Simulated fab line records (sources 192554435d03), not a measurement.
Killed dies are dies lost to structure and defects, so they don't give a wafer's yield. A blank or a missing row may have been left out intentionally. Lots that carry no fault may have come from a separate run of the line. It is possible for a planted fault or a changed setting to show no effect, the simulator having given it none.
Chamber matching :: flow n5_finfet :: N5_HKMG_FIN_ETCH_67 on rie_diel-04 has 4 sister chambers
The step etches SOC in N2/H2, stops on TiN, target depth 388.9 nm. 8 wafers are shown with their chamber, then 9 later ones without.

== EACH WAFER AND ITS CHAMBER ==
wafer: L081.1
chamber: 2
showerhead_plenum_p_Torr (Torr): 2.69
throttle_valve_pct (%): 17.73

wafer: L085.1
chamber: 3
showerhead_plenum_p_Torr (Torr): 2.41
throttle_valve_pct (%): 17.56

wafer: L086.1
chamber: 1
showerhead_plenum_p_Torr (Torr): 2.61
throttle_valve_pct (%): 17.91

wafer: L086.3
chamber: 0
showerhead_plenum_p_Torr (Torr): 2.72
throttle_valve_pct (%): 18.07

wafer: L086.6
chamber: 2
showerhead_plenum_p_Torr (Torr): 2.68
throttle_valve_pct (%): 17.77

wafer: L088.1
chamber: 3
showerhead_plenum_p_Torr (Torr): 2.41
throttle_valve_pct (%): 17.59

wafer: L088.4
chamber: 1
showerhead_plenum_p_Torr (Torr): 2.60
throttle_valve_pct (%): 17.93

wafer: L088.5
chamber: 0
showerhead_plenum_p_Torr (Torr): 2.72
throttle_valve_pct (%): 18.08

== WAFERS WITH NO CHAMBER GIVEN ==
wafer: L090.3
showerhead_plenum_p_Torr (Torr): 2.68
throttle_valve_pct (%): 17.81

wafer: L090.4
showerhead_plenum_p_Torr (Torr): 2.71
throttle_valve_pct (%): 18.11

wafer: L090.6
showerhead_plenum_p_Torr (Torr): 2.40
throttle_valve_pct (%): 17.60

wafer: L095.2
showerhead_plenum_p_Torr (Torr): 2.71
throttle_valve_pct (%): 18.13

wafer: L095.5
showerhead_plenum_p_Torr (Torr): 2.71
throttle_valve_pct (%): 18.13

wafer: L095.6
showerhead_plenum_p_Torr (Torr): 2.60
throttle_valve_pct (%): 17.52

wafer: L096.4
showerhead_plenum_p_Torr (Torr): 2.71
throttle_valve_pct (%): 18.13

wafer: L096.5
showerhead_plenum_p_Torr (Torr): 2.67
throttle_valve_pct (%): 17.81

wafer: L096.6
showerhead_plenum_p_Torr (Torr): 2.60
throttle_valve_pct (%): 17.51

== WHICH CHAMBER EACH WENT THROUGH ==
wafer: L090.3
from the rows above: 2
in truth: 2

wafer: L090.4
from the rows above: 0
in truth: 0

wafer: L090.6
from the rows above: 3
in truth: 3

wafer: L095.2
from the rows above: 0
in truth: 0

wafer: L095.5
from the rows above: 0
in truth: 0

wafer: L095.6
from the rows above: can't be placed: 1 or 2
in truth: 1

wafer: L096.4
from the rows above: 0
in truth: 0

wafer: L096.5
from the rows above: 2
in truth: 2

wafer: L096.6
from the rows above: can't be placed: 2 or 1
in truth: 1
7 of 9 placed correctly. Can't be placed from these rows: 2 (the true chamber is among the candidates in 2). 0 placed wrongly.
How it was worked out, from the rows above alone: a wafer's distance from a chamber is the root of the sum, over the readings, of the square of ((its reading less the chamber's mean) divided by the reading's scatter). If the next closest chamber is less than 2 further off than the closest, the wafer can't be placed; otherwise it belongs to the closest. For every chamber, the mean is computed from those of its wafers that are shown. The scatter is the square root of a quotient: the sum, over the shown wafers, of each reading's squared deviation from its chamber's mean, divided by wafers minus chambers.
